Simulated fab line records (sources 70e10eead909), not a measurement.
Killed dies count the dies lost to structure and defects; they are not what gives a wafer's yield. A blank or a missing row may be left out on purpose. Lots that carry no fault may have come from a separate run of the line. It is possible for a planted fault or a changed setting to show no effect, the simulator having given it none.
Problem report in the 8D (eight disciplines) form, filled by code :: flow nandHarc :: the parts of the form that need people (team, actions taken, sign-off) are left out

== 1. THE ISSUE ==
Wafers without a fault read 57, standard deviation 19; killedDies at NHARC_END_SORT_01 reads a mean of 677 on 3 wafers belonging to 2 lots. Relative to the usual mean, that is a shift of +33 standard deviations.
Earliest sighting: wafer L783.1 on prober-02 at day 29 02:55. The record has a number at this step for 6 wafers belonging to 2 lots. By rule, "out" or "out of limits" means more than 4 standard deviations away from the usual mean. The other wafers with a number count as sound.

== 2. WHAT IT IS; WHAT IT IS NOT ==
question: which readings at this step
is: killedDies, killedAtArray
is not: killedAtPeriphery, killedOpen, killedShort

question: which lots
is: L783, L784
is not: -

question: which wafers of those lots
is: L783.1, L783.6, L784.5
is not: L783.3, L784.1, L784.6

question: read on which gauges
is: prober-01, prober-02
is not: -

question: when
is: from day 29 02:55
is not: up to then (1 sound wafer); but 2 sound wafers of L783, L784 came after

== 3. THE SUSPECTS, EACH WITH WHAT RULES IT OUT ==
Counting: if a tool at a process step up to the reading ran every lot that is out, it stays a suspect. Sound lots after the first of them don't rule it out here, since some wafers of a struck lot are sound.
- ruled out: the gauge at NHARC_END_SORT_01. 2 gauges (prober-01, prober-02) read the wafers that are out.
- pecvd-03 at NHARC_A_STAIRCASE_DEP_325 (deposits SiO2, target thk 7200 nm): kept. It ran every lot that is out, first L783 (day 22 18:05).
- In pecvd-03 at NHARC_A_STAIRCASE_DEP_325, the wafers that are out were processed in chamber 1 and their sound lot-mates in chambers 0, 2.
Remaining after the count: pecvd-03 at NHARC_A_STAIRCASE_DEP_325.

== 4. THE CAUSE (what the simulator had put in) ==
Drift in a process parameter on pecvd-03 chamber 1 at NHARC_A_STAIRCASE_DEP_325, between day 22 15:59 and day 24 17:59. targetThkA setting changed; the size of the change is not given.
The count eliminated every tool but this one.

== 5. SEQUENCE OF EFFECTS, ordered by route ==
One row per reading whose mean, taken over the struck wafers that have a number, lies over 3 standard deviations from the usual. Only readings for which the record gives a usual standard deviation are gone through. hours: the time from each lot's start at the first step in this table that gives one to its start at this step, as a median over the lots. sigmas: the change in usual standard deviations.
hours: 0
step: NHARC_END_SORT_01
reading: killedAtArray
usual: 52
on struck wafers: 668
change: +616
sigmas: +32

hours: 0
step: NHARC_END_SORT_01
reading: killedDies
usual: 57
on struck wafers: 677
change: +620
sigmas: +33

== 6. WHAT WOULD HAVE CAUGHT IT SOONER ==
The first out-of-limits reading at a measuring or inspecting step in this record came at day 29 02:55, 155 hours after the fault's start at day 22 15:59.
No tool reading at NHARC_A_STAIRCASE_DEP_325 that has a usual standard deviation in the record was out on any struck wafer, so an alarm limit of 4 standard deviations on those readings would not have fired.
The start of NHARC_A_STAIRCASE_DEP_325 on pecvd-03 came by day 29 02:55 for every one of the lots that are out (2). Tool hold at that time: it would have spared none of them.
